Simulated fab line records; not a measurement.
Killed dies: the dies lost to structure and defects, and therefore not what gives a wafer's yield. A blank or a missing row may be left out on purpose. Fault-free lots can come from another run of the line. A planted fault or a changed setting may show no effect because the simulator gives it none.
Split-lot experiment :: flow n5_finfet :: 21 wafers read from 7 lots, route of 1938 steps

== ON THE SPLIT ==
At N5_GATE_CUT_DESCUM_18 (chemistry O2, time 7 s), the setting time_s was moved away from the recipe's 7 s on 4 of the 21 wafers read, by +5.6% to +17.1%. This setting was run at the recipe's value on the other wafers.

The split's own step is where the reading is taken.

== THE READING ==
CAR-EUV_of_GATE_CUT_COAT_07.thk_nm (the simulator's own value, which no gauge read), in nm, at N5_GATE_CUT_DESCUM_18 (chemistry O2, time 7 s). There is no usual value for it anywhere in the file. Average 26.1 nm, standard deviation 0.091 nm, over the 17 wafers here run with the recipe.

wafer: L074.1
tool, chamber at the split: rie_diel-02, 0,0,3
time_s as run, s: 7
against the recipe: recipe
CAR-EUV_of_GATE_CUT_COAT_07.thk_nm, nm: 26.2
against lot-mates on the recipe: -

wafer: L074.5
tool, chamber at the split: rie_diel-02, 0,0,3
time_s as run, s: 7
against the recipe: recipe
CAR-EUV_of_GATE_CUT_COAT_07.thk_nm, nm: 26.2
against lot-mates on the recipe: -

wafer: L074.6
tool, chamber at the split: rie_diel-02, 0,0,3
time_s as run, s: 7
against the recipe: recipe
CAR-EUV_of_GATE_CUT_COAT_07.thk_nm, nm: 26.2
against lot-mates on the recipe: -

wafer: L079.2
tool, chamber at the split: rie_diel-02, 2,0
time_s as run, s: 7
against the recipe: recipe
CAR-EUV_of_GATE_CUT_COAT_07.thk_nm, nm: 26.2
against lot-mates on the recipe: -

wafer: L079.3
tool, chamber at the split: rie_diel-02, 2,0
time_s as run, s: 7
against the recipe: recipe
CAR-EUV_of_GATE_CUT_COAT_07.thk_nm, nm: 26.2
against lot-mates on the recipe: -

wafer: L079.5
tool, chamber at the split: rie_diel-02, 1
time_s as run, s: 8.198
against the recipe: +17.1%
CAR-EUV_of_GATE_CUT_COAT_07.thk_nm, nm: 25.6
against lot-mates on the recipe: -0.6

wafer: L082.1
tool, chamber at the split: rie_diel-06, 2
time_s as run, s: 7
against the recipe: recipe
CAR-EUV_of_GATE_CUT_COAT_07.thk_nm, nm: 26
against lot-mates on the recipe: -

wafer: L082.2
tool, chamber at the split: rie_diel-06, 3
time_s as run, s: 7
against the recipe: recipe
CAR-EUV_of_GATE_CUT_COAT_07.thk_nm, nm: 26.2
against lot-mates on the recipe: -

wafer: L082.3
tool, chamber at the split: rie_diel-06, 0
time_s as run, s: 7.886
against the recipe: +12.7%
CAR-EUV_of_GATE_CUT_COAT_07.thk_nm, nm: 25.6
against lot-mates on the recipe: -0.5

wafer: L084.2
tool, chamber at the split: rie_diel-02, 1,3,3
time_s as run, s: 7
against the recipe: recipe
CAR-EUV_of_GATE_CUT_COAT_07.thk_nm, nm: 26.2
against lot-mates on the recipe: -

wafer: L084.3
tool, chamber at the split: rie_diel-02, 1,3,3
time_s as run, s: 7
against the recipe: recipe
CAR-EUV_of_GATE_CUT_COAT_07.thk_nm, nm: 26.2
against lot-mates on the recipe: -

wafer: L084.5
tool, chamber at the split: rie_diel-02, 1,3,3
time_s as run, s: 7
against the recipe: recipe
CAR-EUV_of_GATE_CUT_COAT_07.thk_nm, nm: 26.2
against lot-mates on the recipe: -

wafer: L086.1
tool, chamber at the split: rie_diel-02, 2
time_s as run, s: 7.395
against the recipe: +5.6%
CAR-EUV_of_GATE_CUT_COAT_07.thk_nm, nm: 26
against lot-mates on the recipe: -0.2

wafer: L086.2
tool, chamber at the split: rie_diel-02, 0
time_s as run, s: 7
against the recipe: recipe
CAR-EUV_of_GATE_CUT_COAT_07.thk_nm, nm: 26.2
against lot-mates on the recipe: -

wafer: L086.6
tool, chamber at the split: rie_diel-02, 0
time_s as run, s: 7
against the recipe: recipe
CAR-EUV_of_GATE_CUT_COAT_07.thk_nm, nm: 26.2
against lot-mates on the recipe: -

wafer: L091.1
tool, chamber at the split: rie_diel-02, 0
time_s as run, s: 7
against the recipe: recipe
CAR-EUV_of_GATE_CUT_COAT_07.thk_nm, nm: 26
against lot-mates on the recipe: -

wafer: L091.3
tool, chamber at the split: rie_diel-02, 3
time_s as run, s: 7.643
against the recipe: +9.2%
CAR-EUV_of_GATE_CUT_COAT_07.thk_nm, nm: 25.8
against lot-mates on the recipe: -0.3

wafer: L091.5
tool, chamber at the split: rie_diel-02, 3
time_s as run, s: 7
against the recipe: recipe
CAR-EUV_of_GATE_CUT_COAT_07.thk_nm, nm: 26.2
against lot-mates on the recipe: -

wafer: L095.1
tool, chamber at the split: rie_diel-06, 1,2,0
time_s as run, s: 7
against the recipe: recipe
CAR-EUV_of_GATE_CUT_COAT_07.thk_nm, nm: 26
against lot-mates on the recipe: -

wafer: L095.2
tool, chamber at the split: rie_diel-06, 1,2,0
time_s as run, s: 7
against the recipe: recipe
CAR-EUV_of_GATE_CUT_COAT_07.thk_nm, nm: 26
against lot-mates on the recipe: -

wafer: L095.4
tool, chamber at the split: rie_diel-06, 1,2,0
time_s as run, s: 7
against the recipe: recipe
CAR-EUV_of_GATE_CUT_COAT_07.thk_nm, nm: 26
against lot-mates on the recipe: -
The file does not say which wafer passed through which chamber wherever a row lists several chambers: such a row stands for several wafers.

THE FIT
A straight line over all 21 wafers: CAR-EUV_of_GATE_CUT_COAT_07.thk_nm changes by -0.0352 nm for each +1% of time_s; r = -0.89; the points scatter about the line by 0.091 nm.
The same after taking each lot's own level away (the mean of its wafers on the recipe; 21 wafers): -0.036 nm for each +1%; r = -0.97; scatter 0.048 nm.
That fit puts the effect of the largest move of time_s on the reading at 0.62 nm.
Measured against the standard deviation above, the lots' own levels, which go from 26.00 to 26.20 nm, span 2.2 times it.
The two slopes are in agreement: the lot-to-lot level therefore moves the slope only a little.
Check: for one of the wafers moved furthest among these (+17.1%), held out of the fit, the line's prediction against its lot-mates is -0.633 nm. It came out at -0.6 nm against them.

== THE OTHER SPLITS THESE WAFERS WENT THROUGH ==
Before the reading, these wafers also passed through other splits. Each is held against what the fit with the lots' levels taken away leaves over:
other split on the same wafers: N5_SDB_COAT_05 spin_rpm
wafers away from the commonest value: 8
r with CAR-EUV_of_GATE_CUT_COAT_07.thk_nm (lot level and that fit taken away): +0.10

other split on the same wafers: N5_HKMG_FIN_ETCH_35 bias_w
wafers away from the commonest value: 9
r with CAR-EUV_of_GATE_CUT_COAT_07.thk_nm (lot level and that fit taken away): +0.26

other split on the same wafers: N5_GATE_CUT_COAT_27 spin_rpm
wafers away from the commonest value: 6
r with CAR-EUV_of_GATE_CUT_COAT_07.thk_nm (lot level and that fit taken away): -0.49

== THE WHOLE CHAIN: every reading that the file lists as answering this split, in the file's order ==
step: N5_GATE_CUT_DESCUM_18
what it does: chemistry O2, time 7 s
reading: CAR-EUV_of_GATE_CUT_COAT_07.thk_nm (the simulator's own value, which no gauge read)
change (the file's fit): -0.036 nm for each +1% of the setting
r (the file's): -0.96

step: N5_GATE_CUT_ETCH_36
what it does: etches SiARC in CF4, target depth 13 nm, time 21.7 s
reading: CAR-EUV_of_GATE_CUT_COAT_07.thk_nm (the simulator's own value, which no gauge read)
change (the file's fit): -0.0361 nm for each +1% of the setting, in a fit together with spin_rpm@GATE_CUT_COAT_27
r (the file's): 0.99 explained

== THE FILE'S OWN FIT ==
CAR-EUV_of_GATE_CUT_COAT_07.thk_nm changes by -0.036 nm for each +1% of time_s, r = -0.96.
